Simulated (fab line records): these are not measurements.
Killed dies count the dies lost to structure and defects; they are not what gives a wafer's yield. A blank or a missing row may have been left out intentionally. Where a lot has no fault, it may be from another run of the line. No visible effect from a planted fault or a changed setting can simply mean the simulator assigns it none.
fab line records    flow n5_finfet
[record] lots = 6  wafers = 18  last_day = 18
route steps=1938 shown BEOL_M2@909 BEOL_M4@1111 PASSIVATION@1936
lots with no fault: from the same line, run without faults
start_h: start of the lot's first displayed wafer, in hours after the record's first day    wait_h: time in hours since the lot's previous step    " same as the row above    L1.1+2: a row that stands for several wafers    - either no value or no given start    * or withheld: withheld    < > ~ a bound
route shown NAME@n: names a module that has steps shown in the file, with the first one's number in the route    usual: mean and standard deviation over wafers with no fault    same: alike in all rows    chamber/n: place in a boat    sites: each site's reading    _std_site: their standard deviation    _edge_site: inner sites' mean taken away from outer sites' mean    radius_mm: how far each site lies from the wafer's centre    mask NAME#n: copy n    behind: the last tool/chamber to shape the wafer    hold: what put the lot on hold/how long, in hours/how the hold closed    device: which transistor (n, p or np) failed to switch    end of line: at the end of the route, the tests of the same wafers    where a step has no rows: the recipe by itself    killed: dies that structure and defects cost at the first sort, which is not the same as the wafer's yield    map: shows each die of a wafer: x if killed, . if not, _ if none is there
set.NAME: the setting as run; set.NAME@STEP: as run at that earlier step    model.NAME: the simulator's own value behind a step, which no gauge read
a table for each step, a row for each wafer; lots at some steps of the route
services: the hour from which a tool's chamber was out of use, counted from the record's first day as start_h (under 0 if before that day), plus the number of hours and why
[[steps]]
[step N5_BEOL_M2_ANNEAL_82]
[recipe] temp_c = 400  time_s = 240  ambient = vacuum
[step N5_BEOL_M2_SPUTTER_86]
[recipe] material = Cu  target_thk_a = 45  temp_c = -20  chamber_pressure_pa = 0.07  power_w = withheld  time_s = 8.29
[step N5_BEOL_M2_ANNEAL_87]
[recipe] temp_c = 400  time_s = 240  ambient = vacuum
[step N5_BEOL_M2_SPUTTER_88]
[recipe] material = Cu  target_thk_a = 45  temp_c = -20  chamber_pressure_pa = 0.07  power_w = withheld  time_s = 8.29
[usual] susceptor_temp_C = -20.02/0.11  throttle_valve_pct = 29.9/0.97
lot.wafer  tool            chamber  start_h  wait_h  susceptor_temp_C  throttle_valve_pct
L913.2     pvd_sputter-01  -        159.91   0.1     -20.04            29.4
L913.4     "               -        "        "       -19.87            30.9
L913.5     "               -        "        "       -20.05            30.6
L916.1     pvd_sputter-03  -        182.71   0.1     -20.03            28.8
L916.2     "               -        "        "       -19.84            30.0
L916.5     "               -        "        "       -19.95            28.4
L917.2     pvd_sputter-01  -        188.29   0.1     -19.97            31.0
L917.4     "               -        "        "       -19.97            30.7
L917.5     "               -        "        "       -19.96            30.9
L921.3     pvd_sputter-01  -        201.53   0.1     -19.95            29.3
L921.4     "               -        "        "       -19.83            31.6
L921.5     "               -        "        "       -20.26            31.0
L928.1     pvd_sputter-01  -        261.05   0.1     -20.10            31.5
L928.2     "               -        "        "       -19.90            29.3
L928.4     "               -        "        "       -19.90            30.7
L931.3     pvd_sputter-03  -        279.32   0.1     -20.07            28.6
L931.4     "               -        "        "       -20.05            29.6
L931.6     "               -        "        "       -20.03            28.5
[step N5_BEOL_M2_ANNEAL_89]
[recipe] temp_c = 400  time_s = 240  ambient = vacuum
[step N5_BEOL_M2_SPUTTER_90]
[recipe] material = Cu  target_thk_a = 45  temp_c = -20  chamber_pressure_pa = 0.07  power_w = withheld  time_s = 8.29
[usual] susceptor_temp_C = -20.01/0.11  throttle_valve_pct = 29.9/0.99
lot.wafer  tool            chamber  start_h  wait_h  susceptor_temp_C  throttle_valve_pct
L913.2     pvd_sputter-01  -        160.16   0.1     -20.11            29.5
L913.4     "               -        "        "       -19.98            31.0
L913.5     "               -        "        "       -20.17            30.7
L916.1     pvd_sputter-03  -        182.93   0.1     -19.98            28.6
L916.2     "               -        "        "       -19.86            29.5
L916.5     "               -        "        "       -19.83            28.8
L917.2     pvd_sputter-01  -        188.51   0.1     -20.12            30.7
L917.4     "               -        "        "       -20.02            30.8
L917.5     "               -        "        "       -19.91            30.8
L921.3     pvd_sputter-01  -        201.75   0.1     -20.03            29.2
L921.4     "               -        "        "       -19.97            31.9
L921.5     "               -        "        "       -19.72            30.8
L928.1     pvd_sputter-01  -        261.27   0.1     -20.04            31.4
L928.2     "               -        "        "       -20.16            29.3
L928.4     "               -        "        "       -19.81            30.6
L931.3     pvd_sputter-03  -        279.54   0.1     -20.16            28.8
L931.4     "               -        "        "       -19.86            29.8
L931.6     "               -        "        "       -19.98            28.6
[step N5_BEOL_M2_ANNEAL_91]
[recipe] temp_c = 400  time_s = 240  ambient = vacuum
[usual] heater_power_w = 791/63  susceptor_temp_C = 399.99/0.21
lot.wafer  tool            chamber  start_h  wait_h  heater_power_w  susceptor_temp_C
L913.2     pvd_sputter-01  -        160.25   0.0     795             400.24
L913.4     "               -        "        "       791             400.02
L913.5     "               -        "        "       838             400.15
L916.1     pvd_sputter-03  -        183.01   0.0     824             400.45
L916.2     "               -        "        "       823             399.80
L916.5     "               -        "        "       821             400.07
L917.2     pvd_sputter-01  -        188.59   0.0     769             400.17
L917.4     "               -        "        "       843             399.91
L917.5     "               -        "        "       782             400.03
L921.3     pvd_sputter-01  -        201.83   0.0     790             399.92
L921.4     "               -        "        "       807             400.20
L921.5     "               -        "        "       770             400.38
L928.1     pvd_sputter-01  -        261.35   0.0     804             399.78
L928.2     "               -        "        "       796             399.80
L928.4     "               -        "        "       825             399.85
L931.3     pvd_sputter-03  -        279.62   0.0     822             399.67
L931.4     "               -        "        "       787             400.17
L931.6     "               -        "        "       781             399.90
[step N5_BEOL_M2_SPUTTER_92]
[recipe] material = Cu  target_thk_a = 45  temp_c = -20  chamber_pressure_pa = 0.07  power_w = withheld  time_s = 8.29
[usual] susceptor_temp_C = -19.98/0.11  throttle_valve_pct = 29.9/0.97
lot.wafer  tool            chamber  start_h  wait_h  susceptor_temp_C  throttle_valve_pct
L913.2     pvd_sputter-01  -        160.41   0.1     -19.86            29.1
L913.4     "               -        "        "       -20.08            30.6
L913.5     "               -        "        "       -20.00            30.6
L916.1     pvd_sputter-03  -        183.15   0.1     -19.86            28.6
L916.2     "               -        "        "       -19.82            29.9
L916.5     "               -        "        "       -20.11            28.8
L917.2     pvd_sputter-01  -        188.73   0.1     -20.02            30.9
L917.4     "               -        "        "       -19.93            30.7
L917.5     "               -        "        "       -19.99            31.0
L921.3     pvd_sputter-01  -        201.97   0.1     -19.72            29.4
L921.4     "               -        "        "       -19.83            31.9
L921.5     "               -        "        "       -19.82            30.7
L928.1     pvd_sputter-01  -        261.49   0.1     -20.02            31.7
L928.2     "               -        "        "       -20.06            29.4
L928.4     "               -        "        "       -20.02            30.7
L931.3     pvd_sputter-03  -        279.76   0.1     -20.01            28.6
L931.4     "               -        "        "       -19.82            29.9
L931.6     "               -        "        "       -19.73            28.6
[step N5_BEOL_M2_ANNEAL_93]
[recipe] temp_c = 400  time_s = 240  ambient = vacuum
[usual] heater_power_w = 791/61  susceptor_temp_C = 400.03/0.23
lot.wafer  tool            chamber  start_h  wait_h  heater_power_w  susceptor_temp_C
L913.2     pvd_sputter-01  -        160.50   0.0     787             399.72
L913.4     "               -        "        "       764             400.11
L913.5     "               -        "        "       847             399.93
L916.1     pvd_sputter-03  -        183.23   0.0     808             399.95
L916.2     "               -        "        "       791             400.38
L916.5     "               -        "        "       802             399.86
L917.2     pvd_sputter-01  -        188.81   0.0     779             400.12
L917.4     "               -        "        "       840             399.82
L917.5     "               -        "        "       793             400.29
L921.3     pvd_sputter-01  -        202.05   0.0     807             399.47
L921.4     "               -        "        "       826             400.17
L921.5     "               -        "        "       765             400.04
L928.1     pvd_sputter-01  -        261.57   0.0     787             399.88
L928.2     "               -        "        "       789             400.02
L928.4     "               -        "        "       841             400.44
L931.3     pvd_sputter-03  -        279.84   0.0     810             400.38
L931.4     "               -        "        "       779             399.90
L931.6     "               -        "        "       794             400.01
[step N5_BEOL_M2_SPUTTER_94]
[recipe] material = Cu  target_thk_a = 45  temp_c = -20  chamber_pressure_pa = 0.07  power_w = withheld  time_s = 8.29
[step N5_BEOL_M2_ANNEAL_95]
[recipe] temp_c = 400  time_s = 240  ambient = vacuum
[step N5_BEOL_M2_SPUTTER_96]
[recipe] material = Cu  target_thk_a = 45  temp_c = -20  chamber_pressure_pa = 0.07  power_w = withheld  time_s = 8.29
[step N5_BEOL_M2_ECD_50]
[recipe] material = Cu  target_thk_a = 3000
lot.wafer   tool       chamber  start_h  wait_h
L913.2+4+5  ecd_cu-02  0,1,1    160.99   0.1
L916.1+2+5  ecd_cu-01  0,1,0    183.71   0.1
L917.2+4+5  ecd_cu-01  1,0,0    189.29   0.1
L921.3+4+5  ecd_cu-01  0,1,0    202.54   0.1
L928.1+2+4  ecd_cu-01  1,0,1    262.05   0.1
L931.3+4+6  ecd_cu-01  0,1,1    280.34   0.1
[step N5_BEOL_M2_ANNEAL_51]
[recipe] temp_c = 225  time_s = 90  ambient = N2
[step N5_BEOL_M2_CMP_52]
[recipe] stop_on = SiOC  t_overpolish_s = 6.8  down_force_psi = 1  platen_rpm = 50  clearing_platen_down_force_psi = 1.5  clearing_platen_rpm = 50  post_cmp_clean = cu_alkaline  target_thk_nm = 40  clearing_platen_pad_velocity_m_s = 0.99484  pad_velocity_m_s = 0.99484
[usual] motor_current_A = 6.1/0.44  pad_life_wafers = 898/510  time_to_endpoint_s = 61/3.8
lot.wafer  tool    chamber  start_h  wait_h  motor_current_A  pad_life_wafers  time_to_endpoint_s
L913.2     cmp-03  0        161.37   0.2     5.7              870              57
L913.4     "       2        "        "       6.6              872              57
L913.5     "       1        "        "       6.0              -                61
L916.1     cmp-04  1        184.08   0.3     6.5              1788             0
L916.2     "       2        "        "       6.5              1789             0
L916.5     "       2        "        "       6.7              -                0
L917.4     cmp-04  0        189.74   0.2     6.6              1856             2
L917.2     "       1        "        "       5.9              1857             3
L917.5     "       3        "        "       5.9              -                0
L921.4     cmp-03  1        203.90   1.1     6.2              1272             66
L921.3     "       2        "        "       6.2              1273             62
L921.5     "       2        "        "       6.5              -                62
L928.1     cmp-03  0        262.46   0.3     5.9              1747             57
L928.4     "       1        "        "       6.2              1748             65
L928.2     "       2        "        "       6.3              1749             54
L931.4     cmp-04  2        281.00   0.2     6.8              511              59
L931.3     "       0        "        "       6.8              513              60
L931.6     "       2        "        "       6.6              -                59
[step N5_BEOL_M4_RC_MEAS_101]
[usual] DIBL_N = 37.1/1.8  DIBL_P = 37.2/2.1  IOFF_N = 0.17/0.033  IOFF_P = 0.22/0.037  ION_N = 680/11  ION_P = 464/7.7  SS_N = 71.7/0.63  SS_P = 73.6/0.67  VT_N = 248.9/2.9  VT_P = -251/3.6
lot.wafer  tool       chamber  start_h  wait_h  DIBL_N[mV/V]  DIBL_P[mV/V]  IOFF_N[nA/um]  IOFF_P[nA/um]  ION_N[uA/um]  ION_P[uA/um]  SS_N[mV/dec]  SS_P[mV/dec]  VT_N[mV]  VT_P[mV]
L913.2     prober-01  0        187.80   0.2     33.6          33.5          0.12           0.16           656           455           71.5          71.4          253.8     -255
L913.4     "          0        "        "       35.6          36.5          0.15           0.20           670           464           71.3          73.7          251.5     -251
L913.5     "          0        "        "       39.0          40.9          0.24           0.28           696           475           71.8          74.5          244.6     -247
L921.3     prober-02  0        236.02   0.3     33.3          34.6          0.12           0.16           645           453           70.2          73.7          255.6     -255
L921.4     "          0        "        "       36.3          39.1          0.17           0.22           668           457           71.8          73.7          250.3     -252
L921.5     "          0        "        "       37.1          40.1          0.19           0.24           683           464           72.5          75.0          247.8     -254
L928.1     prober-01  0        285.70   0.0     39.7          38.9          0.21           0.24           684           457           72.8          74.4          250.0     -250
L928.2     "          0        "        "       34.7          34.4          0.12           0.18           661           459           70.8          72.4          250.6     -252
L928.4     "          0        "        "       36.2          35.0          0.14           0.19           683           474           70.9          72.2          253.6     -255
L931.3     prober-02  0        314.13   0.3     39.4          38.1          0.22           0.26           678           463           74.0          73.9          247.7     -247
L931.4     "          0        "        "       38.0          37.7          0.18           0.25           673           465           71.8          73.8          247.5     -249
L931.6     "          0        "        "       36.4          34.0          0.15           0.19           665           461           72.2          73.7          253.1     -253
[step N5_PASSIVATION_PROBE_49]
[usual] defect_limited_yield = 91.7/1.5  killed_at_M0_to_M3 = 32/10  killed_at_M4_up = 14/5.3  killed_at_contacts = 13/5.7  killed_at_front_end = 37/10  killed_at_other = 3.3/2.5  killed_dies = 98/18  killed_on_rim = 13/3.6  killed_open = 65/13  killed_short = 31/7.5  sort_bin_5_function = 4.9/0.91  sort_bin_6_memory = 3.1/0.71  sort_bin_8_speed = 0.00/0.017  sort_n_pass = 1082/18
[same] gross_dies = 1180  killed_at_back_side = 0  sort_bin_4_leakage[%] = 0
lot.wafer  tool       chamber  start_h  wait_h  defect_limited_yield[%]  killed_at_M0_to_M3  killed_at_M4_up  killed_at_contacts  killed_at_front_end  killed_at_other  killed_dies  killed_on_rim  killed_open  killed_short  sort_bin_5_function[%]  sort_bin_6_memory[%]  sort_bin_8_speed[%]  sort_n_pass
L913.2     prober-02  -        289.17   0.1     90.2                     40                  17               17                  39                   3                116          16             79           37            5.8                     3.7                   0                    1064
L913.4     prober-02  -        289.27   0.2     87.6                     54                  15               13                  60                   4                146          19             97           45            6.5                     5.1                   0                    1034
L913.5     prober-02  -        289.32   0.2     89.3                     47                  20               12                  43                   4                126          14             76           49            6.7                     3.5                   0                    1054
L916.1     prober-01  -        316.67   0.0     0                        1114                10               11                  41                   4                1180         152            66           21            96.6                    3.3                   0                    0
L916.2     prober-01  -        316.72   0.1     0                        1139                8                3                   28                   2                1180         152            42           23            98.6                    1.4                   0                    0
L916.5     prober-01  -        316.87   0.2     0                        1112                11               27                  28                   2                1180         152            49           29            97.1                    2.5                   0                    0
L917.2     prober-02  -        327.95   0.1     0                        1119                10               13                  34                   4                1180         152            61           22            96.9                    2.7                   0                    0
L917.4     prober-02  -        328.05   0.2     0                        1120                18               17                  21                   4                1180         152            64           24            97.5                    2.5                   0                    0
L917.5     prober-02  -        328.10   0.2     0                        1143                9                6                   19                   3                1180         152            41           21            97.7                    2.3                   0                    0
L921.3     prober-02  -        337.10   0.1     89.6                     30                  14               33                  40                   6                123          18             83           35            5.8                     3.6                   0.17                 1057
L921.4     prober-02  -        337.15   0.2     90.3                     19                  18               26                  47                   5                115          17             83           32            6.5                     3.1                   0                    1065
L921.5     prober-02  -        337.20   0.2     89.7                     39                  24               20                  34                   4                121          20             91           26            5.1                     4.7                   0                    1059
L928.1     prober-02  -        394.27   0.0     90.8                     29                  27               15                  38                   0                109          19             75           32            5.4                     3.5                   0                    1071
L928.2     prober-02  -        394.32   0.1     90.3                     45                  18               13                  38                   0                114          13             64           47            5.3                     4.0                   0                    1066
L928.4     prober-02  -        394.42   0.2     89.1                     53                  20               13                  40                   3                129          16             71           56            6.5                     4.1                   0                    1051
L931.3     prober-02  -        428.87   0.2     93.9                     28                  10               8                   24                   2                72           12             52           20            3.7                     2.2                   0                    1108
L931.4     prober-02  -        428.92   0.3     93.0                     37                  8                4                   31                   3                83           16             53           27            3.9                     2.9                   0                    1097
L931.6     prober-02  -        429.02   0.4     92.8                     30                  11               7                   35                   2                85           9              62           23            4.2                     3.0                   0                    1095
// killed by level:class
L913.2 BEOL_M2:geometric_particle:open=16 MOL_CONTACT_COAG:geometric_particle:open=15 BEOL_M3:geometric_particle:open=9 FIN_SAQP:geometric_particle:short=8 STI_FIN_REVEAL:geometric_particle:open=6 GATE_CUT:geometric_particle:open=5 GATE_CUT:geometric_particle:short=5 BEOL_M4:geometric_particle:short=5
L913.4 STI_FIN_REVEAL:geometric_particle:open=21 DUMMY_GATE:geometric_particle:open=15 BEOL_M0_SAQP:geometric_particle:short=14 BEOL_M0_SAQP:geometric_particle:open=12 MOL_CONTACT_COAG:geometric_particle:open=11 FIN_SAQP:geometric_particle:open=7 BEOL_M0:geometric_particle:open=6 BEOL_M3:geometric_particle:open=6
L913.5 BEOL_M0_SAQP:geometric_particle:short=16 MOL_CONTACT_COAG:geometric_particle:open=11 FIN_SAQP:geometric_particle:open=9 BEOL_M2:geometric_particle:open=9 STI_FIN_REVEAL:geometric_particle:open=8 BEOL_M0_SAQP:geometric_particle:open=7 DUMMY_GATE:geometric_particle:open=6 BEOL_M3:geometric_particle:short=6
L916.1 BEOL_M2:area_ecd=1092 MOL_CONTACT_COAG:geometric_particle:open=10 FIN_SAQP:geometric_particle:open=9 BEOL_M2:geometric_particle:open=7 STI_FIN_REVEAL:geometric_particle:open=6 DUMMY_GATE:geometric_particle:open=6 FIN_SAQP:geometric_particle:short=4 BEOL_M3:geometric_particle:open=4
L916.2 BEOL_M2:area_ecd=1114 FIN_SAQP:geometric_particle:short=7 FIN_SAQP:geometric_particle:open=5 BEOL_M3:geometric_particle:open=5 GATE_CUT:geometric_particle:open=4 BEOL_M0_SAQP:geometric_particle:short=4 BEOL_M0_SAQP:geometric_particle:open=4 BEOL_M1:geometric_particle:open=4
L916.5 BEOL_M2:area_ecd=1098 MOL_CONTACT_COAG:geometric_particle:open=20 FIN_SAQP:geometric_particle:short=7 MOL_CONTACT_COAG:geometric_particle:short=7 BEOL_M0_SAQP:geometric_particle:short=4 DUMMY_GATE:geometric_particle:open=3 SDB:geometric_particle:open=3 BEOL_M0_SAQP:geometric_particle:open=3
L917.2 BEOL_M2:area_ecd=1097 MOL_CONTACT_COAG:geometric_particle:open=11 FIN_SAQP:geometric_particle:open=9 BEOL_M0_SAQP:geometric_particle:open=7 GATE_CUT:geometric_particle:open=6 DUMMY_GATE:geometric_particle:open=5 BEOL_M0_SAQP:geometric_particle:short=4 BEOL_M4:geometric_particle:open=4
L917.4 BEOL_M2:area_ecd=1091 MOL_CONTACT_COAG:geometric_particle:open=12 BEOL_M4:geometric_particle:open=11 BEOL_M2:geometric_particle:open=10 BEOL_M3:geometric_particle:open=7 MOL_CONTACT_COAG:geometric_particle:short=5 GATE_CUT:geometric_particle:short=4 BEOL_M0_SAQP:geometric_particle:short=4
L917.5 BEOL_M2:area_ecd=1116 BEOL_M0_SAQP:geometric_particle:open=6 BEOL_M2:geometric_particle:open=6 MOL_CONTACT_COAG:geometric_particle:open=4 BEOL_M0_SAQP:geometric_particle:short=4 DUMMY_GATE:geometric_particle:open=3 BEOL_M1:geometric_particle:short=3 BEOL_M3:geometric_particle:open=3
L921.3 MOL_CONTACT_COAG:geometric_particle:open=28 BEOL_M3:geometric_particle:open=10 FIN_SAQP:geometric_particle:open=9 BEOL_M4:geometric_particle:open=9 BEOL_M0_SAQP:geometric_particle:short=8 DUMMY_GATE:geometric_particle:open=6 FIN_SAQP:geometric_particle:short=5 STI_FIN_REVEAL:geometric_particle:open=5
L921.4 MOL_CONTACT_COAG:geometric_particle:open=21 STI_FIN_REVEAL:geometric_particle:open=14 BEOL_M4:geometric_particle:open=10 FIN_SAQP:geometric_particle:open=7 BEOL_M1:geometric_particle:open=7 MOL_CONTACT_COAG:geometric_particle:short=5 BEOL_M3:geometric_particle:open=5 STI_FIN_REVEAL:geometric_particle:short=4
L921.5 BEOL_M4:geometric_particle:open=18 MOL_CONTACT_COAG:geometric_particle:open=15 BEOL_M3:geometric_particle:open=9 BEOL_M1:geometric_particle:open=8 BEOL_M2:geometric_particle:open=8 STI_FIN_REVEAL:geometric_particle:open=7 FIN_SAQP:geometric_particle:open=6 BEOL_M0_SAQP:geometric_particle:open=6
L928.1 MOL_CONTACT_COAG:geometric_particle:open=14 FIN_SAQP:geometric_particle:open=10 BEOL_M4:geometric_particle:open=10 BEOL_M0_SAQP:geometric_particle:short=8 BEOL_M5:geometric_particle:open=7 BEOL_M0_SAQP:geometric_particle:open=6 BEOL_M1:geometric_particle:open=6 FIN_SAQP:geometric_particle:short=5
L928.2 BEOL_M0_SAQP:geometric_particle:short=22 BEOL_M0_SAQP:geometric_particle:open=12 MOL_CONTACT_COAG:geometric_particle:open=9 DUMMY_GATE:geometric_particle:open=8 BEOL_M5:geometric_particle:open=7 STI_FIN_REVEAL:geometric_particle:open=6 BEOL_M1:geometric_particle:open=6 FIN_SAQP:geometric_particle:short=4
L928.4 BEOL_M0_SAQP:geometric_particle:short=18 BEOL_M0_SAQP:geometric_particle:open=14 BEOL_M5:geometric_particle:open=8 MOL_CONTACT_COAG:geometric_particle:open=7 BEOL_M4:geometric_particle:open=7 DUMMY_GATE:geometric_particle:open=6 GATE_CUT:geometric_particle:short=6 MOL_CONTACT_COAG:geometric_particle:short=6
L931.3 BEOL_M2:geometric_particle:open=15 MOL_CONTACT_COAG:geometric_particle:open=6 STI_FIN_REVEAL:geometric_particle:open=4 BEOL_M0_SAQP:geometric_particle:short=4 BEOL_M0:geometric_particle:open=4 STARTING-WAFER:geometric_particle:open=4 STARTING-WAFER:geometric_particle:short=4 BEOL_M8:geometric_particle:open=3
L931.4 BEOL_M0_SAQP:geometric_particle:open=9 BEOL_M1:geometric_particle:open=7 DUMMY_GATE:geometric_particle:open=6 GATE_CUT:geometric_particle:short=6 BEOL_M0_SAQP:geometric_particle:short=6 BEOL_M2:geometric_particle:open=5 MOL_CONTACT_COAG:geometric_particle:open=4 BEOL_M3:geometric_particle:open=4
L931.6 BEOL_M2:geometric_particle:open=10 DUMMY_GATE:geometric_particle:open=9 FIN_SAQP:geometric_particle:open=6 BEOL_M0_SAQP:geometric_particle:short=6 GATE_CUT:geometric_particle:short=5 BEOL_M0:geometric_particle:open=5 BEOL_M4:geometric_particle:open=5 GATE_CUT:geometric_particle:open=4
// map L916.1 (x killed, . not)
_________________xxxxxxxxxxxx________________
______________xxxxxxxxxxxxxxxxxx_____________
___________xxxxxxxxxxxxxxxxxxxxxxxx__________
__________xxxxxxxxxxxxxxxxxxxxxxxxxx_________
________xxxxxxxxxxxxxxxxxxxxxxxxxxxxxx_______
_______xxxxxxxxxxxxxxxxxxxxxxxxxxxxxxxx______
______xxxxxxxxxxxxxxxxxxxxxxxxxxxxxxxxxx_____
_____xxxxxxxxxxxxxxxxxxxxxxxxxxxxxxxxxxxx____
____xxxxxxxxxxxxxxxxxxxxxxxxxxxxxxxxxxxxxx___
___xxxxxxxxxxxxxxxxxxxxxxxxxxxxxxxxxxxxxxxx__
___xxxxxxxxxxxxxxxxxxxxxxxxxxxxxxxxxxxxxxxx__
__xxxxxxxxxxxxxxxxxxxxxxxxxxxxxxxxxxxxxxxxxx_
__xxxxxxxxxxxxxxxxxxxxxxxxxxxxxxxxxxxxxxxxxx_
_xxxxxxxxxxxxxxxxxxxxxxxxxxxxxxxxxxxxxxxxxxxx
_xxxxxxxxxxxxxxxxxxxxxxxxxxxxxxxxxxxxxxxxxxxx
_xxxxxxxxxxxxxxxxxxxxxxxxxxxxxxxxxxxxxxxxxxxx
_xxxxxxxxxxxxxxxxxxxxxxxxxxxxxxxxxxxxxxxxxxxx
_xxxxxxxxxxxxxxxxxxxxxxxxxxxxxxxxxxxxxxxxxxxx
_xxxxxxxxxxxxxxxxxxxxxxxxxxxxxxxxxxxxxxxxxxxx
_xxxxxxxxxxxxxxxxxxxxxxxxxxxxxxxxxxxxxxxxxxxx
_xxxxxxxxxxxxxxxxxxxxxxxxxxxxxxxxxxxxxxxxxxxx
__xxxxxxxxxxxxxxxxxxxxxxxxxxxxxxxxxxxxxxxxxx_
__xxxxxxxxxxxxxxxxxxxxxxxxxxxxxxxxxxxxxxxxxx_
___xxxxxxxxxxxxxxxxxxxxxxxxxxxxxxxxxxxxxxxx__
___xxxxxxxxxxxxxxxxxxxxxxxxxxxxxxxxxxxxxxxx__
____xxxxxxxxxxxxxxxxxxxxxxxxxxxxxxxxxxxxxx___
_____xxxxxxxxxxxxxxxxxxxxxxxxxxxxxxxxxxxx____
______xxxxxxxxxxxxxxxxxxxxxxxxxxxxxxxxxx_____
_______xxxxxxxxxxxxxxxxxxxxxxxxxxxxxxxx______
________xxxxxxxxxxxxxxxxxxxxxxxxxxxxxx_______
__________xxxxxxxxxxxxxxxxxxxxxxxxxx_________
___________xxxxxxxxxxxxxxxxxxxxxxxx__________
______________xxxxxxxxxxxxxxxxxx_____________
_________________xxxxxxxxxxxx________________
// map L917.2 (x killed, . not)
_________________xxxxxxxxxxxx________________
______________xxxxxxxxxxxxxxxxxx_____________
___________xxxxxxxxxxxxxxxxxxxxxxxx__________
__________xxxxxxxxxxxxxxxxxxxxxxxxxx_________
________xxxxxxxxxxxxxxxxxxxxxxxxxxxxxx_______
_______xxxxxxxxxxxxxxxxxxxxxxxxxxxxxxxx______
______xxxxxxxxxxxxxxxxxxxxxxxxxxxxxxxxxx_____
_____xxxxxxxxxxxxxxxxxxxxxxxxxxxxxxxxxxxx____
____xxxxxxxxxxxxxxxxxxxxxxxxxxxxxxxxxxxxxx___
___xxxxxxxxxxxxxxxxxxxxxxxxxxxxxxxxxxxxxxxx__
___xxxxxxxxxxxxxxxxxxxxxxxxxxxxxxxxxxxxxxxx__
__xxxxxxxxxxxxxxxxxxxxxxxxxxxxxxxxxxxxxxxxxx_
__xxxxxxxxxxxxxxxxxxxxxxxxxxxxxxxxxxxxxxxxxx_
_xxxxxxxxxxxxxxxxxxxxxxxxxxxxxxxxxxxxxxxxxxxx
_xxxxxxxxxxxxxxxxxxxxxxxxxxxxxxxxxxxxxxxxxxxx
_xxxxxxxxxxxxxxxxxxxxxxxxxxxxxxxxxxxxxxxxxxxx
_xxxxxxxxxxxxxxxxxxxxxxxxxxxxxxxxxxxxxxxxxxxx
_xxxxxxxxxxxxxxxxxxxxxxxxxxxxxxxxxxxxxxxxxxxx
_xxxxxxxxxxxxxxxxxxxxxxxxxxxxxxxxxxxxxxxxxxxx
_xxxxxxxxxxxxxxxxxxxxxxxxxxxxxxxxxxxxxxxxxxxx
_xxxxxxxxxxxxxxxxxxxxxxxxxxxxxxxxxxxxxxxxxxxx
__xxxxxxxxxxxxxxxxxxxxxxxxxxxxxxxxxxxxxxxxxx_
__xxxxxxxxxxxxxxxxxxxxxxxxxxxxxxxxxxxxxxxxxx_
___xxxxxxxxxxxxxxxxxxxxxxxxxxxxxxxxxxxxxxxx__
___xxxxxxxxxxxxxxxxxxxxxxxxxxxxxxxxxxxxxxxx__
____xxxxxxxxxxxxxxxxxxxxxxxxxxxxxxxxxxxxxx___
_____xxxxxxxxxxxxxxxxxxxxxxxxxxxxxxxxxxxx____
______xxxxxxxxxxxxxxxxxxxxxxxxxxxxxxxxxx_____
_______xxxxxxxxxxxxxxxxxxxxxxxxxxxxxxxx______
________xxxxxxxxxxxxxxxxxxxxxxxxxxxxxx_______
__________xxxxxxxxxxxxxxxxxxxxxxxxxx_________
___________xxxxxxxxxxxxxxxxxxxxxxxx__________
______________xxxxxxxxxxxxxxxxxx_____________
_________________xxxxxxxxxxxx________________
[[services]]
tool       chamber  start_h  hours  kind
ecd_cu-02  -        140.11   0.5    repair
ecd_cu-02  -        179.62   0.5    repair
cmp-04     -        212.74   4.0    pm
cmp-04     -        216.74   -      consumable_replace:conditioner
cmp-04     -        216.74   -      consumable_replace:pad
ecd_cu-02  -        225.02   2.5    pm
ecd_cu-02  -        271.46   1.8    repair
cmp-04     -        276.61   1.3    repair
[[key]]
[first_sign] step = N5_BEOL_M2_CMP_52  reading = time_to_endpoint_s  direction = down  sigmas = 16  usual = *  struck = *
[effect] step = N5_PASSIVATION_PROBE_49  reading = killed_at_M0_to_M3  direction = up  sigmas = 99+  usual = 32  struck = 1124
[more_kills_born_at] N5_BEOL_M2_ECD_50@ecd_cu-01 = 6608
met_at N5_BEOL_M2_ECD_50
struck_wafers L916.1,L916.2,L916.5,L917.2,L917.4,L917.5
later_rows_left_out L916.1,L916.2,L916.5,L917.2,L917.4,L917.5
[fault] kind = skipped_step_whole  tool = ecd_cu-01  chamber = -  onset_h = 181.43  steps = N5_BEOL_M2_ECD_50  scope = struck_lots_only
// later_rows_left_out: the simulator's readings of these wafers behind a module that went badly wrong aren't trusted and aren't shown, but for the sort
